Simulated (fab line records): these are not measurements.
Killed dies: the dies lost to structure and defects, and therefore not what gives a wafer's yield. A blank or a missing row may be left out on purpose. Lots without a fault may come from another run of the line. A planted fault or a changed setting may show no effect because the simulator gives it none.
Matching of chambers | flow n5 finfet | N5_MOL_CONTACT_COAG_ALD_27 on ald sin-03: 4 sister chambers
The step deposits SiOC, target thk 17 nm, pulse time 1.5 s, time 2720 s. 4 wafers are shown with their chamber, then 10 later ones without.

EACH WAFER AND ITS CHAMBER
wafer  | chamber | heater power outer w (W)
L083.3 | 1       | 449
L088.5 | 3       | 613
L092.2 | 2       | 555
L092.4 | 0       | 498

WAFERS WITHOUT THEIR CHAMBER
wafer  | heater power outer w (W)
L092.5 | 505
L093.2 | 517
L093.3 | 612
L093.6 | 633
L094.2 | 619
L094.3 | 523
L094.5 | 507
L097.3 | 552
L097.4 | 509
L097.6 | 439

THE CHAMBER EACH PASSED THROUGH
wafer  | from the rows above     | in truth
L092.5 | 0                       | 0
L093.2 | can't be placed: 0 or 2 | 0
L093.3 | 3                       | 3
L093.6 | 3                       | 3
L094.2 | 3                       | 3
L094.3 | can't be placed: 0 or 2 | 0
L094.5 | 0                       | 0
L097.3 | 2                       | 2
L097.4 | 0                       | 0
L097.6 | 1                       | 1
Placed correctly: 8 of 10. From these rows, 2 cannot be placed; in 2 the true chamber is one of the candidates. Placed wrongly: 0.
How it was worked out, from the rows above alone: a wafer's distance from a chamber is the root of the sum, over the readings, of the square of ((its reading less the chamber's mean) divided by the reading's scatter). If the next closest chamber is less than 2 further off than the closest, the wafer can't be placed; otherwise it belongs to the closest. The mean given for a chamber averages the wafers shown for that chamber. The scatter: with one shown wafer a chamber, the root of the mean of the squares of how far each hidden wafer lies from its nearest shown one.
